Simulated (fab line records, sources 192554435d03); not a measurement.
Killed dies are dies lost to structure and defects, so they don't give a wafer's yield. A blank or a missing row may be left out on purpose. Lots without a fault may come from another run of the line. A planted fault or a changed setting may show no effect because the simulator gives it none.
Chamber matching | flow n5_finfet | N5_BEOL_M5_DEP_56 on pecvd-01: 3 sister chambers
The step deposits SiCN from 3MS/NH3, target thk 8 nm, time 14 s. 3 wafers are shown with their chamber, then 9 later ones without.

WAFERS WITH THEIR CHAMBER
wafer  | chamber | showerhead_plenum_p_Torr (Torr)
L093.1 | 0       | 3.690
L093.2 | 1       | 3.685
L093.3 | 2       | 3.636

WAFERS WITHOUT THEIR CHAMBER
wafer  | showerhead_plenum_p_Torr (Torr)
L093.4 | 3.686
L093.5 | 3.633
L093.6 | 3.672
L094.1 | 3.692
L094.2 | 3.641
L094.3 | 3.674
L094.4 | 3.675
L094.5 | 3.631
L094.6 | 3.694

WHICH CHAMBER EACH WENT THROUGH
wafer  | from the rows above     | in truth
L093.4 | can't be placed: 1 or 0 | 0
L093.5 | 2                       | 2
L093.6 | can't be placed: 1 or 0 | 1
L094.1 | can't be placed: 0 or 1 | 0
L094.2 | 2                       | 2
L094.3 | can't be placed: 1 or 0 | 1
L094.4 | can't be placed: 1 or 0 | 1
L094.5 | 2                       | 2
L094.6 | can't be placed: 0 or 1 | 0
Placed correctly: 3 of 9. Can't be placed from these rows: 6 (the true chamber is among the candidates in 6). Placed wrongly: 0.
How it was worked out, from the rows above alone: a wafer's distance from a chamber is the root of the sum, over the readings, of the square of ((its reading less the chamber's mean) divided by the reading's scatter). The wafer belongs to the nearest chamber; if the next one is less than 2 further off, it can't be placed. A chamber's mean is the mean of its shown wafers. The scatter: with one shown wafer a chamber, the root of the mean of the squares of how far each hidden wafer lies from its nearest shown one.
